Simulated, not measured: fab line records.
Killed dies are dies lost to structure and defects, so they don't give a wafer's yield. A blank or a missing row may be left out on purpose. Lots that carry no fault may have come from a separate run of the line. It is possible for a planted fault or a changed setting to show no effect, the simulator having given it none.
What tool caused it? / flow n5Finfet / 12 lots, 36 wafers sampled, at 2 steps of a route of 1938

== WHAT EACH GAUGE READ, for each wafer ==
N5_BEOL_M4_THK_MEAS_01.
lot=L075; measured=day 7 14:44; on=filmMetro-01; M4_ILD_THK (nm)=78.8 80.1 78.4
lot=L077; measured=day 8 17:35; on=filmMetro-02; M4_ILD_THK (nm)=78.2 80.2 81.7
lot=L080; measured=day 9 07:28; on=filmMetro-02; M4_ILD_THK (nm)=78.5 76.0 79.4
lot=L082; measured=day 9 12:25; on=filmMetro-02; M4_ILD_THK (nm)=80.2 81.4 79.2
lot=L085; measured=day 10 02:14; on=filmMetro-01; M4_ILD_THK (nm)=77.5 78.1 80.7
lot=L084; measured=day 10 13:51; on=filmMetro-02; M4_ILD_THK (nm)=78.6 80.6 80.4
lot=L088; measured=day 10 22:01; on=filmMetro-01; M4_ILD_THK (nm)=79.4 80.1 80.4
lot=L089; measured=day 11 06:42; on=filmMetro-02; M4_ILD_THK (nm)=80.3 80.4 79.7
lot=L091; measured=day 12 03:05; on=filmMetro-02; M4_ILD_THK (nm)=78.2 80.5 81.4
lot=L092; measured=day 12 08:06; on=filmMetro-02; M4_ILD_THK (nm)=77.6 79.3 79.1
lot=L095; measured=day 13 17:07; on=filmMetro-01; M4_ILD_THK (nm)=79.1 79.1 77.8
lot=L097; measured=day 13 19:58; on=filmMetro-01; M4_ILD_THK (nm)=77.0 78.2 79.9

== WHAT TOOL EACH LOT RAN ON (gives the tool, then ch and the chambers of the sampled wafers, and finally the start) ==
lot=L075; N5_BEOL_M3_ANNEAL_95=pvdSputter-03, day 7 13:25
lot=L077; N5_BEOL_M3_ANNEAL_95=pvdSputter-03, day 8 16:16
lot=L080; N5_BEOL_M3_ANNEAL_95=pvdSputter-03, day 9 06:10
lot=L082; N5_BEOL_M3_ANNEAL_95=pvdSputter-02, day 9 11:05
lot=L085; N5_BEOL_M3_ANNEAL_95=pvdSputter-01, day 10 00:46
lot=L084; N5_BEOL_M3_ANNEAL_95=pvdSputter-01, day 10 12:17
lot=L088; N5_BEOL_M3_ANNEAL_95=pvdSputter-01, day 10 20:42
lot=L089; N5_BEOL_M3_ANNEAL_95=pvdSputter-03, day 11 05:22
lot=L091; N5_BEOL_M3_ANNEAL_95=pvdSputter-01, day 12 01:44
lot=L092; N5_BEOL_M3_ANNEAL_95=pvdSputter-03, day 12 06:45
lot=L095; N5_BEOL_M3_ANNEAL_95=pvdSputter-03, day 13 15:19
lot=L097; N5_BEOL_M3_ANNEAL_95=pvdSputter-02, day 13 18:39
- N5_BEOL_M3_ANNEAL_95: time 240 s.

== THE ANSWER, worked out from the rows above alone ==
Rule: usual is defined by the lots themselves. Put in order of their means at a reading, lots are off if they are a third of the lots or fewer, leave a main group of 4 or more, and stand apart from it by a gap of 3 or more times the standard deviation of the main group's means; of several such gaps the widest counts. A main group is skipped when, at the precision printed for the reading in the tables above, its means are all equal. A lot without any number at a reading at which 4 lots or more have one is off too. Where the step has rows for the other lots, those lots are counted as sound.
Across all readings shown, no lot is off: no conclusion can be drawn from this.

== WHAT HAD BEEN PUT IN BY THE SIMULATOR ==
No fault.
